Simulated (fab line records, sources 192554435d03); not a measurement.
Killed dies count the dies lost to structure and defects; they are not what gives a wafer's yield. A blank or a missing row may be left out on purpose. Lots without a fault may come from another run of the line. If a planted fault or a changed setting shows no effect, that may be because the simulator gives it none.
Chamber matching | flow n5-finfet | rie-diel-05 running N5_BEOL_M10_STRIP_67: 4 sister chambers
The step strips in CF4. 4 wafers are shown with their chamber, then 9 later ones without.

## WAFERS WITH THEIR CHAMBER
wafer  | chamber | drypump-motor-current-A (A)
L080.1 | 3       | 5.83
L083.5 | 0       | 5.58
L085.2 | 2       | 6.15
L085.6 | 1       | 5.80

## WAFERS WITH NO CHAMBER GIVEN
wafer  | drypump-motor-current-A (A)
L086.2 | 6.17
L086.3 | 5.89
L086.4 | 5.78
L097.1 | 5.56
L097.5 | 6.15
L097.6 | 5.92
L095.1 | 5.55
L095.4 | 6.13
L095.5 | 6.15

## EACH ONE'S CHAMBER
wafer  | from the rows above     | in truth
L086.2 | 2                       | 2
L086.3 | can't be placed: 3 or 1 | 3
L086.4 | can't be placed: 1 or 3 | 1
L097.1 | 0                       | 0
L097.5 | 2                       | 2
L097.6 | can't be placed: 3 or 1 | 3
L095.1 | 0                       | 0
L095.4 | 2                       | 2
L095.5 | 2                       | 2
Placed correctly: 6 of 9. These rows do not allow placing 3 (true chamber among the candidates in 3). Placed wrongly: 0.
How it was worked out, from the rows above alone: a wafer's distance from a chamber is the root of the sum, over the readings, of the square of ((its reading less the chamber's mean) divided by the reading's scatter). The wafer belongs to the nearest chamber; if the next one is less than 2 further off, it can't be placed. The mean given for a chamber averages the wafers shown for that chamber. The scatter (one wafer shown for each chamber): square how far every hidden wafer sits from the nearest shown wafer, average those squares and take the square root.
